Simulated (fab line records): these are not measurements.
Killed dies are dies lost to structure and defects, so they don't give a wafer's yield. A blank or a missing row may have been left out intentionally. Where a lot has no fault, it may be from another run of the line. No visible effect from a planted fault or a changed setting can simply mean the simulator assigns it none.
Chamber matching ; flow n5Finfet ; N5_MOL_CONTACT_COAG_ETCHBACK_135 on rieDiel-03 has 3 sister chambers
The step etches SiO2 in CHF3, target depth 25 nm, time 16.7 s. 14 wafers are shown with their chamber, then 6 later ones without.

== EACH WAFER AND ITS CHAMBER ==
wafer;chamber;showerheadPlenumPTorr (Torr);throttleValvePct (%);oesProductAu (a.u.)
L079.1;0;2.51;18.56;0.87
L079.2;1;2.45;18.42;0.99
L079.5;1;2.45;18.40;0.98
L080.1;0;2.51;18.55;0.88
L080.5;0;2.51;18.56;0.88
L080.6;1;2.45;18.41;0.97
L085.3;3;2.36;18.80;0.73
L085.4;1;2.44;18.43;0.93
L085.5;3;2.36;18.80;0.74
L086.1;3;2.36;18.79;0.73
L086.2;0;2.50;18.58;0.86
L086.3;1;2.44;18.41;0.93
L086.4;1;2.44;18.44;0.92
L086.5;3;2.36;18.81;0.73

SIGNATURES (averages over the wafers above)
reading;chamber 0;chamber 1;chamber 3;scatter within a chamber
showerheadPlenumPTorr;2.5075;2.4450;2.3600;0.00452
throttleValvePct;18.5625;18.4183;18.8000;0.0126
oesProductAu;0.8725;0.9533;0.7325;0.0211
Rule: for each reading, subtract the chamber's mean from the wafer's reading, divide by that reading's scatter and square the result; add these up over the readings and take the root, which gives the wafer's distance from the chamber. The wafer belongs to the nearest chamber; if the next one is less than 2 further off, it can't be placed. The scatter: take each reading less its chamber's mean, square it, sum over the shown wafers, divide by the number of wafers less the number of chambers, and take the root.

== WAFERS MISSING THEIR CHAMBER ==
wafer;showerheadPlenumPTorr (Torr);throttleValvePct (%);oesProductAu (a.u.)
L086.6;2.50;18.58;0.85
L089.2;2.36;18.80;0.73
L089.4;2.44;18.45;0.91
L095.1;2.49;18.63;0.84
L095.4;2.43;18.48;0.87
L095.5;2.49;18.61;0.83

== THE CHAMBER EACH PASSED THROUGH ==
wafer;from the rows above;in truth
L086.6;0;0
L089.2;3;3
L089.4;1;1
L095.1;0;0
L095.4;1;1
L095.5;0;0
Correct placement for 6 of the 6. Not placeable from these rows: 0. Wrongly placed: 0.
